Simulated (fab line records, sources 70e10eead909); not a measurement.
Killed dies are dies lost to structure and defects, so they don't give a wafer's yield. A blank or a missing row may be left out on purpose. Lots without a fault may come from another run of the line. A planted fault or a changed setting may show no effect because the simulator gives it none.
A struck lot beside a sound one | flow nand_harc | 13 steps out of a route of 1159
Sound: wafers L884.3, L884.5, L884.6. Struck: wafer L891.6. (L891.3 of the same lot was not struck and is left out.) The cause comes at the end.
At each step with rows: each side's tool, then ch and its chambers, then its first start. Under that, the readings that differ: sound wafers | struck wafers | difference of the means | sigmas: that difference in standard deviations of wafers without a fault.
alike: readings whose means differ by less than 2 such deviations, and words and numbers that are the same on both sides. not compared: withheld readings, readings that some wafer has no value for, bounds like >300 that may hide the same value, and numbers for which the record gives no deviation and whose values overlap.
The two part at a step that has a row with sigmas, a row that says differs or no value, or rows on one side only. Numbers that don't overlap but have no deviation are shown without sigmas and don't part them. A reading that every wafer of one side lacks parts them only if that side has two wafers or more.

first, 1 step without rows for these wafers: NHARC_A_SLIT_SRD_20.
NHARC_A_SLIT_CD_MEAS_21:
  sound on cd_sem-01, day 16 16:59; struck on cd_sem-02, day 17 20:09
  alike: cd_nm
then, 3 steps without rows for these wafers: NHARC_A_SIN_REMOVE_WET_00 (chemistry H3PO4, time 15300 s); NHARC_A_SIN_REMOVE_PRECLEAN_01 (cleans in SC1); NHARC_A_SIN_REMOVE_SRD_02.
NHARC_A_SIN_REMOVE_INSPECT_04:
  sound on defect_inspect-01, day 17 00:39; struck on defect_inspect-01, day 18 03:51
  reading          | sound       | struck | difference | sigmas
  raw_defect_count | 253 314 272 | 478    | +198       | +2
NHARC_A_WL_FILL_ALD_00: deposits Al2O3, target thk 3 nm, pulse time 3 s, ald cycles 30.
  sound on ald_hk-01 ch 0,3, day 17 00:43; struck on ald_hk-03 ch 3, day 18 09:17
  alike: heater_power_w, precursor_pulse_height_rel
NHARC_A_WL_FILL_RTA_01: time 5 s.
  sound on rtp_anneal-01 ch 0, day 17 01:02; struck on rtp_anneal-02 ch 0, day 18 09:41
  reading             | sound    | struck | difference | sigmas
  lamp_power_pct (%)  | 37 37 37 | 25     | -12        | -2
  lamp_zone_3_pct (%) | 37 37 37 | 25     | -12        | -2
  alike: wafer_temp_C_max
NHARC_A_WL_FILL_ALD_02: deposits TiN, target thk 2 nm, pulse time 3 s, ald cycles 100.
  sound on ald_metal-02 ch 0,3, day 17 01:13; struck on ald_metal-04 ch 2, day 18 09:53
  reading            | sound          | struck | difference | sigmas
  heater_power_w (W) | 1271 1259 1167 | 985    | -247       | -2
  alike: precursor_pulse_height_rel
NHARC_A_WL_FILL_CVD_03: deposits W, target thk 40 nm, time 3302 s.
  sound on cvd_w-01 ch 0,1, day 17 02:46; struck on cvd_w-01 ch 0, day 18 12:25
  alike: heater_power_w, mfc_ar_sccm, throttle_valve_pct
NHARC_A_WL_FILL_ETCHBACK_04: etches the open film in NF3, target depth 60 nm, time 120 s.
  sound on rie_metal-01 ch 0,1, day 17 05:13; struck on rie_metal-03 ch 1, day 18 14:54
  reading          | sound             | struck | difference | sigmas
  run_length_s (s) | 140.7 140.9 141.0 | 78.5   | -62.4      | -99 or more
  alike: drypump_motor_current_A, he_backside_leak_sccm, oes_product_au
  not compared: rf_hours_counter_h
NHARC_A_WL_FILL_ETCHBACK_05: etches the open film in Cl2/BCl3, target depth 22 nm, time 60 s.
  sound on rie_metal-01 ch 0,1, day 17 05:22; struck on rie_metal-03 ch 1, day 18 15:05
  reading          | sound          | struck | difference | sigmas
  run_length_s (s) | 80.9 80.7 81.0 | 82.2   | +1.3       | +3
  alike: drypump_motor_current_A, he_backside_leak_sccm, oes_product_au
  not compared: rf_hours_counter_h
-- the record jumps here: 4 days lie between the struck wafers' starts before and after (it left off in module A_WL_FILL and takes up again in module END, whose first step shown is number 1159 of the route) --
NHARC_END_SORT_01:
  sound on prober-01 ch 0, day 21 14:32; struck on prober-02 ch 0, day 22 16:07
  reading         | sound    | struck | difference | sigmas
  killed_at_array | 39 34 43 | 673    | +634       | +58
  killed_dies     | 41 35 44 | 677    | +637       | +58
  alike: killed_at_other, killed_at_periphery, killed_open, killed_short

WHERE THEY PART
First at NHARC_A_SIN_REMOVE_INSPECT_04; last, within this record, at NHARC_END_SORT_01.

WHY: what the simulator had put in
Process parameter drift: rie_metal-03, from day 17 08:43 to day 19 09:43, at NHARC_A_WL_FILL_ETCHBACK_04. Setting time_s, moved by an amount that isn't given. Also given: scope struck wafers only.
